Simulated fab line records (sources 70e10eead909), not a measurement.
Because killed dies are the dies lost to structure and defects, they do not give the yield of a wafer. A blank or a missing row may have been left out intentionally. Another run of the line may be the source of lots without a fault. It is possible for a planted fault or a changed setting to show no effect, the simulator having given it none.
Struck lot and sound lot, side by side | flow nand harc | 17 steps out of a route of 1302
Sound: wafers L977.3, L977.4, L977.6. Wafers struck: L990.1, L990.2, L990.3. The cause is given at the end.
Each step with rows lists, per side, the tool, then ch with its chambers, then its first start. Under that, the readings that differ: sound wafers | struck wafers | difference of the means | sigmas: that difference in standard deviations of wafers without a fault.
alike: same words and numbers on both sides, and readings whose means sit less than 2 such deviations apart. not compared: any withheld reading, any reading some wafer has no value for, any bound like >300 that may hide the same value, and any number with overlapping values for which the record gives no deviation.
Wherever a step has rows on one side only, a row that says differs or no value, or a row with sigmas, the two part there. When numbers do not overlap yet have no deviation, they are printed without sigmas and do not part them. Lack of a reading on every wafer of one side parts them only where that side has two or more wafers.

NHARC_P_M2_INSPECT_11:
  sound on defect inspect-01, day 6 08:52; struck on defect inspect-01, day 11 14:32
  alike: raw defect count
NHARC_P_M2_DESCUM_14: chemistry O2, time 3 s.
  sound on rie diel-12 ch 1,2, day 6 08:57; struck on rie diel-12 ch 1,2,3, day 11 14:37
  reading                | sound | struck      | difference                   | sigmas
  rf hours counter h (h) | - - - | 7.9 8.3 8.3 | no value on the sound wafers |
  alike: drypump motor current A, oes product au, rf vpp V, showerhead plenum p Torr, throttle valve pct
then, 2 steps without rows for these wafers: NHARC_P_M2_ETCH_35 (etches the open film in N2/H2, target depth 40 nm, overetch 12 nm, time 43.94 s); NHARC_P_M2_ETCH_15 (etches the open film in C4F8/Ar, target depth 182.5 nm, time 91.2 s).
NHARC_P_M2_CD_MEAS_16:
  sound on cd sem-02, day 6 09:22; struck on cd sem-03, day 11 14:54
  alike: cd nm
NHARC_P_M2_STRIP_18: strips in N2/H2.
  sound on rie diel-12 ch 1,2, day 6 09:32; struck on rie diel-03 ch 0,1,3, day 11 14:59
  reading                     | sound       | struck      | difference                   | sigmas
  drypump motor current A (A) | 6.3 5.7 6.3 | 5.0 5.1 5.1 | -1.0                         | -2
  rf hours counter h (h)      | - - -       | 6 7 8       | no value on the sound wafers |
  alike: oes product au, rf vpp V, showerhead plenum p Torr, throttle valve pct
NHARC_P_M2_ETCH_28: etches the open film in CF4/N2, target depth 30 nm, time 72.99 s.
  sound on rie diel-12 ch 1,2, day 6 09:52; struck on rie diel-03 ch 0,2,3
  reading                | sound | struck | difference                   | sigmas
  rf hours counter h (h) | - - - | 6 8 8  | no value on the sound wafers |
  alike: drypump motor current A, oes product au, rf vpp V, showerhead plenum p Torr, throttle valve pct
then, 1 step without rows for these wafers: NHARC_P_M2_STRIP_19 (strips in post etch residue remover, time 600 s).
NHARC_P_M2_DEGAS_29: time 60 s.
  sound on pvd sputter-01, day 6 10:17; struck on pvd sputter-03, day 11 15:37
  alike: heater power w
NHARC_P_M2_PRE_CLEAN_30: time 30 s.
  sound on pvd sputter-01; struck on pvd sputter-03
  alike: heater power w
then, 2 steps without rows for these wafers: NHARC_P_M2_PVD_20 (deposits TaN, target thk 5 nm, time 8.06 s); NHARC_P_M2_PVD_21 (deposits Cu, target thk 30 nm, time 20.49 s).
NHARC_P_M2_ECD_22: material Cu, target thk 400 nm.
  sound on ecd cu-02 ch 0,1, day 6 10:44; struck on ecd cu-02 ch 0,1, day 11 15:59
then, 1 step without rows for these wafers: NHARC_P_M2_ANNEAL_31 (time 90 s).
NHARC_P_M2_CMP_23: polishes, t overpolish 20 s, target thk 144.3 nm.
  sound on cmp-04 ch 0,1,3, day 6 11:25; struck on cmp-04 ch 0,1,2, day 11 16:44
  reading                | sound          | struck         | difference | sigmas
  time to endpoint s (s) | 30.1 32.3 31.1 | 17.4 15.9 19.3 | -13.6      | -5
  alike: motor current A
NHARC_P_M2_THK_MEAS_24: measures by xrf.
  sound on film metro-01, day 6 11:44; struck on film metro-02, day 11 17:01
  alike: thk nm
-- the record jumps here: 18 days lie between the struck wafers' starts before and after (it left off in module P_M2 and takes up again in module END, whose first step shown is number 1302 of the route) --
NHARC_END_SORT_01:
  sound on prober-01 ch 0, day 25 05:16; struck on prober-01 ch 0, day 30 02:27
  reading      | sound  | struck | difference | sigmas
  killed short | 2 4 10 | 0 1 2  | -4         | -2
  alike: defect limited yield, killed at array, killed at other, killed at periphery, killed dies, killed open, sort_bin_2_pct, sort_bin_3_pct, sort_bin_4_pct, sort n pass, sort rim yield pct, sort yield pct

WHERE THEY PART
At NHARC_P_M2_DESCUM_14 first; at NHARC_END_SORT_01 last (within this record only).

WHY: whatever the simulator had introduced
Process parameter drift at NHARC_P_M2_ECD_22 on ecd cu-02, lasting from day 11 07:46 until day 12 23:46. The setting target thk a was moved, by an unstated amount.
